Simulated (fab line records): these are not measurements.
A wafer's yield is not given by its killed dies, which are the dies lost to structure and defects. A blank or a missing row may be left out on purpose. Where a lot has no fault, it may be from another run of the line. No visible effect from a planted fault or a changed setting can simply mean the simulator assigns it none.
fab line records	flow nand_harc
record: lots: 6	wafers: 18	last_day: 24
route steps=1159 shown THIN_TSV@1139 END@1159
lots that met no fault: from a run of the same line without faults
start_h: hours from the record's first day to the start of the lot's first wafer shown	wait_h: hours from the lot's prior step to this one	" the same as in the row above	L1.1+2: several wafers, shown together as one row	- no value, or no start was given	* or withheld: withheld	< > ~ a bound
route shown NAME@n: NAME is a module with steps in the file, n the number in the route of the first one	usual: the fault-free wafers' mean and standard deviation	same: alike in all rows	chamber/n: place in a boat	sites: each site's reading	_std_site: their standard deviation	_edge_site: the outer-site mean with the inner-site mean subtracted	radius_mm: how far each site lies from the wafer's centre	mask NAME#n: copy n	behind: tool/chamber where the wafer was last shaped	hold: cause of the lot's hold/its duration in hours/its outcome	device: the n, p or np transistor that did not switch	end of line: the tests these same wafers got at the end of their route	step lacking rows: just its recipe	killed: dies lost to structure and defects at the first sort, not the wafer's yield	map: the dies of a wafer, with x for killed, . for not killed, _ for no die there
set.NAME: the setting the step ran with; set.NAME@STEP: the setting that earlier step ran with	model.NAME: the simulator's own value behind a step, which no gauge read
lots at some steps of the route; a table a step, a row a wafer
services: when a tool's chamber went out of use (start_h, in hours from the record's first day, below 0 if earlier), for how many hours, and the reason
== steps ==
step: NHARC_THIN_TSV_PVD_24
recipe: target_thk_a: 8000	power_w: withheld	chamber_pressure_pa: withheld	substrate_temp_c: withheld	time_s: withheld	gas: Ar	material: Al
step: NHARC_THIN_TSV_DEHYDRATE_25
recipe: temp_c: 150	time_s: 120
step: NHARC_THIN_TSV_HMDS_26
recipe: time_s: 30
step: NHARC_THIN_TSV_COAT_27
recipe: spin_rpm: *
step: NHARC_THIN_TSV_SOFTBAKE_28
recipe: temp_c: 122	time_s: 95
step: NHARC_THIN_TSV_EBR_29
step: NHARC_THIN_TSV_EXPOSE_30
recipe: na: 0.55	dose_mj: 11.47	mask_id: PAD
step: NHARC_THIN_TSV_PEB_31
recipe: peb_temp_c: 118	peb_time_s: 85
step: NHARC_THIN_TSV_DEVELOP_32
recipe: time_s: 70
step: NHARC_THIN_TSV_CD_MEAS_33
recipe: target_cd_nm: 5000	landing_energy_ev: 500
usual: cd_nm: 5000.7/1.9
lot.wafer	tool	chamber	start_h	wait_h	cd_nm
L769.1	cd_sem-03	0	440.57	-	4999.7
L769.2	"	0	"	"	4999.1
L769.6	"	0	"	"	5001.3
L779.1	cd_sem-01	0	488.57	-	5000.6
L779.3	"	0	"	"	4997.4
L779.5	"	0	"	"	5000.1
L780.1	cd_sem-01	0	502.43	-	4998.7
L780.3	"	0	"	"	5000.3
L780.5	"	0	"	"	5000.3
L784.1	cd_sem-01	0	508.66	-	5004.5
L784.3	"	0	"	"	5000.8
L784.6	"	0	"	"	5003.5
L785.1	cd_sem-03	0	531.10	-	5003.7
L785.3	"	0	"	"	4999.8
L785.4	"	0	"	"	5000.4
L788.3	cd_sem-02	0	556.68	-	4997.2
L788.4	"	0	"	"	4996.8
L788.6	"	0	"	"	4998.6
step: NHARC_THIN_TSV_HARDBAKE_34
recipe: temp_c: 125	time_s: 80
step: NHARC_THIN_TSV_DESCUM_35
recipe: time_s: 3	o2_flow_sccm: 200	ar_flow_sccm: 0	bias_power_w: 0	chemistry: O2
usual: drypump_motor_current_A: 5.7/0.43	oes_product_au: 1.001/0.0086	rf_vpp_V: 57.7/0.89	showerhead_plenum_p_Torr: 1.90/0.099	throttle_valve_pct: 11.311/0.0088
lot.wafer	tool	chamber	start_h	wait_h	drypump_motor_current_A	oes_product_au	rf_hours_counter_h	rf_vpp_V	showerhead_plenum_p_Torr	throttle_valve_pct
L769.2	rie_diel-07	1	440.74	-	5.6	1.000	3	58.5	1.90	11.314
L769.1	"	3	"	"	5.7	1.004	2	57.8	1.87	11.311
L769.6	"	2	"	"	5.2	1.017	-	57.0	1.83	11.325
L779.1	rie_diel-13	0	488.73	-	5.3	0.990	2	58.6	1.80	11.307
L779.3	"	3	"	"	5.1	0.998	3	59.6	2.05	11.309
L779.5	"	0	"	"	5.3	0.991	-	57.0	1.80	11.291
L780.1	rie_diel-13	0	502.60	-	5.3	0.979	3	58.0	1.80	11.314
L780.3	"	2	"	"	5.8	0.992	3	56.9	1.79	11.319
L780.5	"	0	"	"	5.3	0.988	-	57.4	1.80	11.324
L784.1	rie_diel-13	1	508.81	-	6.1	0.996	4	57.1	1.91	11.299
L784.3	"	0	"	"	5.3	0.990	4	57.8	1.80	11.292
L784.6	"	2	"	"	5.8	1.007	-	57.8	1.79	11.310
L785.4	rie_diel-05	1	531.26	-	5.8	1.006	0	57.0	1.92	11.325
L785.1	"	2	"	"	6.4	0.986	0	58.4	2.03	11.322
L785.3	"	0	"	"	5.2	1.013	0	56.9	1.77	11.313
L788.4	rie_diel-07	0	556.83	-	5.7	0.993	9	57.3	1.79	11.332
L788.3	"	2	"	"	5.1	1.016	10	56.1	1.82	11.314
L788.6	"	0	"	"	5.7	1.015	-	58.3	1.79	11.308
step: NHARC_THIN_TSV_ETCH_59
recipe: target_depth_a: 8800	icp_w: 900	bias_w: 100	Cl2_flow_sccm: 60	bcl3_flow_sccm: 30	time_s: 138.1	chemistry: Cl2/BCl3
usual: drypump_motor_current_A: 5.8/0.37	he_backside_leak_sccm: 3.33/0.14	oes_product_au: 0.999/0.011	throttle_valve_pct: 22.264/0.0087
lot.wafer	tool	chamber	start_h	wait_h	drypump_motor_current_A	he_backside_leak_sccm	oes_product_au	rf_hours_counter_h	throttle_valve_pct
L769.2	rie_metal-03	1	440.87	0.1	5.4	3.27	1.020	4.3	22.279
L769.1	"	0	"	"	6.0	3.19	0.995	4.3	22.263
L769.6	"	1	"	"	5.4	3.25	1.014	-	22.267
L779.1	rie_metal-03	0	488.89	0.1	6.0	3.16	0.919	0.5	22.249
L779.3	"	1	"	"	5.4	3.40	0.936	-	22.261
L779.5	"	1	"	"	5.4	3.26	0.997	-	22.265
L780.1	rie_metal-03	1	502.72	0.1	5.4	3.19	0.946	1.0	22.266
L780.3	"	0	"	"	6.0	3.02	0.936	-	22.258
L780.5	"	0	"	"	6.0	3.15	0.994	-	22.268
L784.1	rie_metal-01	0	508.98	0.2	6.2	3.34	0.999	5.4	22.270
L784.3	"	1	"	"	5.5	3.33	1.000	-	22.262
L784.6	"	0	"	"	6.2	3.38	1.007	-	22.252
L785.1	rie_metal-01	0	531.38	0.1	6.2	3.30	0.978	0.0	22.266
L785.4	"	0	"	"	6.2	3.29	0.990	-	22.278
L785.3	"	1	"	"	5.5	3.41	0.988	-	22.267
L788.4	rie_metal-02	0	557.03	0.2	5.4	3.32	0.977	-	22.264
L788.3	"	1	"	"	6.3	3.40	1.000	-	22.262
L788.6	"	0	"	"	5.4	3.41	0.986	-	22.265
step: NHARC_THIN_TSV_ETCH_36
recipe: target_depth_a: 650	over_etch_frac: 0.3	time_s: 18.571	ion_energy_ev: 150	chemistry: Cl2/BCl3
usual: drypump_motor_current_A: 5.8/0.37	he_backside_leak_sccm: 3.37/0.25	oes_product_au: 0.998/0.01
lot.wafer	tool	chamber	start_h	wait_h	drypump_motor_current_A	he_backside_leak_sccm	oes_product_au	rf_hours_counter_h
L769.1	rie_metal-03	0	441.12	0.2	6.0	3.31	0.990	4.4
L769.2	"	1	"	"	5.4	3.28	1.008	4.4
L769.6	"	1	"	"	5.4	3.27	1.004	-
L779.1	rie_metal-03	0	489.11	0.2	6.0	3.05	0.979	0.7
L779.3	"	0	"	"	6.0	3.09	0.996	-
L779.5	"	0	"	"	6.0	3.15	0.984	-
L780.1	rie_metal-03	1	502.98	0.2	5.5	3.32	1.012	1.2
L780.3	"	1	"	"	5.4	3.36	1.011	-
L780.5	"	1	"	"	5.4	3.19	1.019	-
L784.1	rie_metal-03	1	509.23	0.2	5.4	3.24	1.010	1.4
L784.3	"	0	"	"	6.0	3.12	0.996	-
L784.6	"	0	"	"	6.0	3.16	0.985	-
L785.1	rie_metal-01	1	531.65	0.2	5.5	3.40	1.002	0.2
L785.3	"	0	"	"	6.2	3.21	0.978	-
L785.4	"	1	"	"	5.5	3.33	1.001	-
L788.4	rie_metal-02	1	557.23	0.2	6.3	3.35	1.015	-
L788.3	"	0	"	"	5.4	3.43	0.990	-
L788.6	"	0	"	"	5.5	3.28	0.977	-
step: NHARC_END_SORT_01
recipe: temp_c: 25
usual: defect_limited_yield: 95.5/1.8	killed_at_array: 27/11	killed_at_other: 0.6/1	killed_at_periphery: 3.0/2.1	killed_dies: 31/12	killed_open: 3.2/1.7	killed_short: 1.7/1.4	sort_bin_2_pct: 1.4/0.68	sort_bin_3_pct: 0.25/0.2	sort_bin_4_pct: 2.9/1.2	sort_n_pass: 646/12	sort_rim_yield_pct: 95.7/2.8	sort_yield_pct: 95.5/1.8
same: gross_dies: 677	sort_bin_5_pct[%]: 0	sort_bin_6_pct[%]: 0	sort_bin_7_pct[%]: 0	sort_bin_8_pct[%]: 0	sort_rim_n_gross: 106.00
lot.wafer	tool	chamber	start_h	wait_h	defect_limited_yield[%]	killed_at_array	killed_at_other	killed_at_periphery	killed_dies	killed_open	killed_short	sort_bin_2_pct[%]	sort_bin_3_pct[%]	sort_bin_4_pct[%]	sort_n_pass	sort_rim_yield_pct[%]	sort_yield_pct[%]
L780.1	prober-01	0	511.35	2.5	10.9	22	578	3	603	3	2	1.6	85.52	1.9	74	2.8	10.9
L780.3	prober-01	0	512.97	3.1	5.9	17	617	3	637	1	0	1.0	91.29	1.8	40	9.4	5.9
L780.5	prober-01	0	514.59	3.7	97.0	18	1	1	20	3	0	1.2	0.15	1.6	657	97.2	97.0
killed by level:class
L780.1 THIN_TSV:area_etch=577 A_CHANNEL_HOLE_D1:chamber_film_flake=15 A_WL_FILL:chamber_film_flake=2 P_CONTACT:geometric_particle:open=1 P_M0:geometric_particle:open=1 A_CONTACT:geometric_particle:open=1 A_BLC:geometric_particle:short=1 A_M0:geometric_particle:short=1
L780.3 THIN_TSV:area_etch=617 A_CHANNEL_HOLE_D1:chamber_film_flake=10 A_STAIRCASE:chamber_film_flake=2 A_WL_FILL:chamber_film_flake=2 A_ONON_D1:geometric_particle:open=1 P_ZERO_WELL:chamber_film_flake=1 P_GATE:chamber_film_flake=1 P_CONTACT:chamber_film_flake=1
L780.5 A_CHANNEL_HOLE_D1:chamber_film_flake=12 A_CONTACT:chamber_film_flake=4 P_STI:geometric_particle:open=1 A_CONTACT:geometric_particle:open=1 STARTING-WAFER:geometric_particle:open=1 A_STAIRCASE:chamber_film_flake=1
map L780.3 (x killed, . not)
____________x____________
_________xxxxxxx_________
_______xxxxxxxxxxx_______
______xxxxxxxxxxxxx______
_____xxxx.x.xx.xxxxx_____
____xxxxxxxxxx.xxx.xx____
____xxxxxx.xxxx.xxx.x____
___xxxxxxxxxx.xxxx.xxx___
___xxxxxxxxxxxxxxx.x.x___
__xxxxxxxxxxxxxxxxxx...__
__xxxxxxxxxxxxxxxxxxxxx__
_xxxxxxxxxxxxxxxxxxxxxxx_
_xxxxxxxxxxxxxxxxxxxxx.x_
_xxxxxxxxxxxxxxxx.xxxxxx_
_xxxxxxxxxxxxxxxxxxxxxxx_
_xxxxxxxxxxxxxxxxxxxxxx._
xxxxxxxxxxxxxxxxxxxxxx..x
xxxxxxxxxxxxxxxxxxxxxxxxx
xxxxxxxxxxxxxxxxxxxxxxxxx
xxxxxxxxxxxxxx.xxxxxxxxx.
xxxxxxxxxxxxxxxxxxxxxx.xx
_xxxxxxxxxxxxxxxxxx.xxx._
_xxxxxxxxxxxxxxxxxxxxxxx_
_xxxxxxxxxxxxxxxxxxxxx.x_
_xxxxxxxxx.xxxxxxxx.xxxx_
_xxxxxxxxxxxxxxxxxx.xxxx_
__xxxxxxxxxxxxxxxxxxxx.__
__xxxxxxxxxxxxxxxxxxx.x__
___xxxxxxxxxxxxxxxxxxx___
___xxxxxxxxxxxxxxxxxxx___
____xxxx.xxxxxxxxxxx.____
____xxxxxxxxxxxxx.xxx____
_____xxxxxxxxxxxxxxx_____
______xxxxxxxxx.xxx______
_______xx.xxxx..x._______
_________xx.xxxx_________
____________x____________
map L769.2 (x killed, . not)
____________.____________
_________......._________
_______..........._______
______.............______
_____..........x...._____
____.................____
____.................____
___......x.....x......___
___........x..........___
__..x..................__
__.....................__
_......................x_
_...................x.x._
_................x......_
_......................._
_........x......x......._
...................x.....
..x................x.....
x........................
x...............x........
.x..x..x.................
_xx....................._
_.xxx..................._
_......................._
_.xx...................x_
_x......................_
__x....................__
__.....................__
___...................___
___...x...............___
____.................____
____.x..........x....____
_____..............._____
______.............______
_______..........._______
_________......._________
____________.____________
== services ==
tool	chamber	start_h	hours	kind
rie_metal-03	-	453.00	9.0	pm
rie_metal-03	0	453.00	9.0	vent_cycle
rie_metal-03	1	453.00	9.0	vent_cycle
rie_diel-13	-	453.01	9.0	pm
rie_diel-13	0	453.01	9.0	vent_cycle
rie_diel-13	1	453.01	9.0	vent_cycle
rie_diel-13	2	453.01	9.0	vent_cycle
rie_diel-13	3	453.01	9.0	vent_cycle
rie_metal-03	0	462.00	-	clean
rie_metal-03	1	462.00	-	clean
rie_diel-13	0	462.01	-	clean
rie_diel-13	1	462.01	-	clean
rie_diel-13	2	462.01	-	clean
rie_diel-13	3	462.01	-	clean
rie_diel-07	0	468.42	3.9	repair
rie_diel-05	-	480.65	0.8	repair
rie_metal-03	-	493.39	1.0	repair
rie_metal-02	0	506.31	22.0	repair
rie_metal-01	-	509.16	9.0	pm
rie_diel-05	3	512.56	1.2	repair
rie_diel-05	-	517.67	9.0	pm
rie_diel-07	3	518.42	3.1	repair
rie_diel-05	2	533.69	13.7	repair
rie_diel-13	1	556.08	12.6	repair
== key ==
first_sign: step: NHARC_THIN_TSV_ETCH_59	reading: oes_product_au	direction: down	sigmas: 6.1	usual: 0.999	struck: 0.934
effect: step: NHARC_END_SORT_01	reading: sort_bin_3_pct	direction: up	sigmas: 99+	usual: 0.25	struck: 88.40
more_kills_born_at: NHARC_THIN_TSV_ETCH_59@rie_metal-03: 1194
met_at NHARC_THIN_TSV_ETCH_59
struck_wafers L779.1,L779.3,L780.1,L780.3
later_rows_left_out L779.1,L779.3,L780.1,L780.3
sort_left_out L779.1,L779.3
onset_between 440.87 488.89
fault: kind: process_parameter_drift	tool: rie_metal-03	chamber: -	onset_h: 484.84	steps: NHARC_THIN_TSV_ETCH_59	channel: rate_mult	offset: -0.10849	shape: step	end_h: 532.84	scope: struck_wafers_only
sort_left_out: the simulated sort isn't trusted on such a fault, so these wafers' sort isn't shown, and their yield isn't known
later_rows_left_out: the simulator's readings of these wafers behind a module that went badly wrong aren't trusted and aren't shown, but for the sort
